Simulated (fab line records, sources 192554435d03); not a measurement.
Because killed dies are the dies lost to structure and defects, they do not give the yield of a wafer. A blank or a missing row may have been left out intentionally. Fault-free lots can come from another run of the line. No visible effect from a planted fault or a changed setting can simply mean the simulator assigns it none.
A struck lot beside a sound one ; flow n5-finfet ; 43 steps out of a route of 1938
Sound: the wafers L123.2, L123.4, L123.6. Struck: wafers L134.1, L134.3, L134.4. At the end, the cause is stated.
Each step with rows lists, per side, the tool, then ch with its chambers, then its first start. Under that, the readings that differ: sound wafers ; struck wafers ; difference of the means ; sigmas: that difference in standard deviations of wafers without a fault.
alike: same words and numbers on both sides, and readings whose means sit less than 2 such deviations apart. not compared: any withheld reading, any reading some wafer has no value for, any bound like >300 that may hide the same value, and any number with overlapping values for which the record gives no deviation.
Wherever a step has rows on one side only, a row that says differs or no value, or a row with sigmas, the two part there. When numbers do not overlap yet have no deviation, they are printed without sigmas and do not part them. A reading that every wafer of one side lacks parts them only if that side has two wafers or more.

first, 5 steps without rows for these wafers: N5_BEOL_M2_STRIP_83 (strips in C4F6/O2); N5_BEOL_M2_STRIP_36 (strips in N2/H2); N5_BEOL_M2_TRENCH_ETCH_37 (etches SiOC in C4F6/O2, target depth 55.555 nm, time 29.2 s); N5_BEOL_M2_ETCH_41 (etches SiCN in CH3F/O2, target depth 29.9 nm, time 52.5 s); N5_BEOL_M2_STRIP_97 (strips in N2/H2, time 10 s).
N5_BEOL_M2_OCD_MEAS_38:
  struck on ocd-02, day 10 00:20; sound on ocd-02, day 6 15:43
  alike: trench-depth-nm
then, 4 steps without rows for these wafers: N5_BEOL_M2_HM_STRIP_39 (strips TiN in peroxide tin strip, target depth 25 nm, time 158 s); N5_BEOL_M2_SRD_40 (time 30 s); N5_BEOL_M2_PRECLEAN_42 (cleans in residue remover, time 60 s); N5_BEOL_M2_SRD_43 (time 30 s).
N5_BEOL_M2_CD_MEAS_35: target cd 18 nm, target cd y 22.2 nm.
  struck on cd-sem-02, day 10 00:30; sound on cd-sem-01, day 6 15:52
  alike: cd-nm
N5_BEOL_M2_DEGAS_44: time 60 s.
  struck on pvd-sputter-03, day 10 00:51; sound on pvd-sputter-03, day 6 16:17
  alike: heater-power-w
N5_BEOL_M2_PRE_CLEAN_45: time 30 s.
  struck on pvd-sputter-03, day 10 00:53; sound on pvd-sputter-03, day 6 16:20
  alike: heater-power-w
then, 10 steps without rows for these wafers: N5_BEOL_M2_ALD_84 (deposits TaN, pulse time 2 s, purge time 3 s, co reactant purge time 2 s); N5_BEOL_M2_SURFACE_TREAT_85; N5_BEOL_M2_CVD_47 (deposits Co from CCTBA/H2, target thk 3 nm, time 223.8 s); N5_BEOL_M2_SPUTTER_48 (material Cu, target thk 4.5 nm, time 8.29 s); N5_BEOL_M2_ANNEAL_49 (time 240 s); N5_BEOL_M2_SPUTTER_79 (material Cu, target thk 4.5 nm, time 8.29 s); N5_BEOL_M2_ANNEAL_80 (time 240 s); N5_BEOL_M2_SPUTTER_81 (material Cu, target thk 4.5 nm, time 8.29 s); N5_BEOL_M2_ANNEAL_82 (time 240 s); N5_BEOL_M2_SPUTTER_86 (material Cu, target thk 4.5 nm, time 8.29 s).
N5_BEOL_M2_ANNEAL_87: time 240 s.
  struck on pvd-sputter-03, day 10 03:31; sound on pvd-sputter-02, day 6 17:57
reading;sound;struck;difference;sigmas
heater-power-w (W);821 995 995;777 745 714;-192;-2
then, 3 steps without rows for these wafers: N5_BEOL_M2_SPUTTER_88 (material Cu, target thk 4.5 nm, time 8.29 s); N5_BEOL_M2_ANNEAL_89 (time 240 s); N5_BEOL_M2_SPUTTER_90 (material Cu, target thk 4.5 nm, time 8.29 s).
N5_BEOL_M2_ANNEAL_91: time 240 s.
  struck on pvd-sputter-03, day 10 03:57; sound on pvd-sputter-02, day 6 18:23
reading;sound;struck;difference;sigmas
heater-power-w (W);816 984 983;761 755 724;-181;-2
then, 1 step without rows for these wafers: N5_BEOL_M2_SPUTTER_92 (material Cu, target thk 4.5 nm, time 8.29 s).
N5_BEOL_M2_ANNEAL_93: time 240 s.
  struck on pvd-sputter-03, day 10 04:10; sound on pvd-sputter-02, day 6 18:37
  alike: heater-power-w
then, 6 steps without rows for these wafers: N5_BEOL_M2_SPUTTER_94 (material Cu, target thk 4.5 nm, time 8.29 s); N5_BEOL_M2_ANNEAL_95 (time 240 s); N5_BEOL_M2_SPUTTER_96 (material Cu, target thk 4.5 nm, time 8.29 s); N5_BEOL_M2_ECD_50 (material Cu, target thk 300 nm); N5_BEOL_M2_ANNEAL_51 (time 90 s); N5_BEOL_M2_CMP_52 (polishes, stops on SiOC, t overpolish 6.8 s, target thk 40 nm).
N5_BEOL_M2_THK_MEAS_53: measures by xrf.
  struck on film-metro-01, day 10 05:19; sound on film-metro-02, day 6 19:46
  alike: M2_THK
then, 1 step without rows for these wafers: N5_BEOL_M2_PRE_CLEAN_60 (time 15 s).
N5_BEOL_M2_CO_CAP_55: material Co, precursor CCTBA/H2, target thk 2 nm, time 102.1 s.
  sound on cvd-co-02 ch 0,1,2, day 6 19:50; struck on cvd-co-01 ch 0,1, day 10 05:24
  alike: heater-power-w
then, 2 steps without rows for these wafers: N5_BEOL_M2_PRE_CLEAN_56 (time 15 s); N5_BEOL_M2_DEP_57 (deposits SiCN from 3MS/NH3, target thk 8 nm, time 14 s).
N5_BEOL_M2_RS_MEAS_58: uses a four-point probe to measure.
  struck on film-metro-02, day 10 05:35; sound on film-metro-02, day 6 20:01
  alike: M2_RS
-- a jump in the record: the struck wafers' starts before and after are 6 days apart (it breaks off in module BEOL_M2 and resumes in module PASSIVATION, where the first step shown is number 1936 of the route) --
N5_PASSIVATION_PROBE_49:
  record: rows for the struck wafers here (prober-02, day 16 05:01), none for the sound ones

== WHERE THEY PART ==
Earliest at N5_BEOL_M2_ANNEAL_87; latest, in this record, at N5_PASSIVATION_PROBE_49.

WHY: whatever the simulator had introduced
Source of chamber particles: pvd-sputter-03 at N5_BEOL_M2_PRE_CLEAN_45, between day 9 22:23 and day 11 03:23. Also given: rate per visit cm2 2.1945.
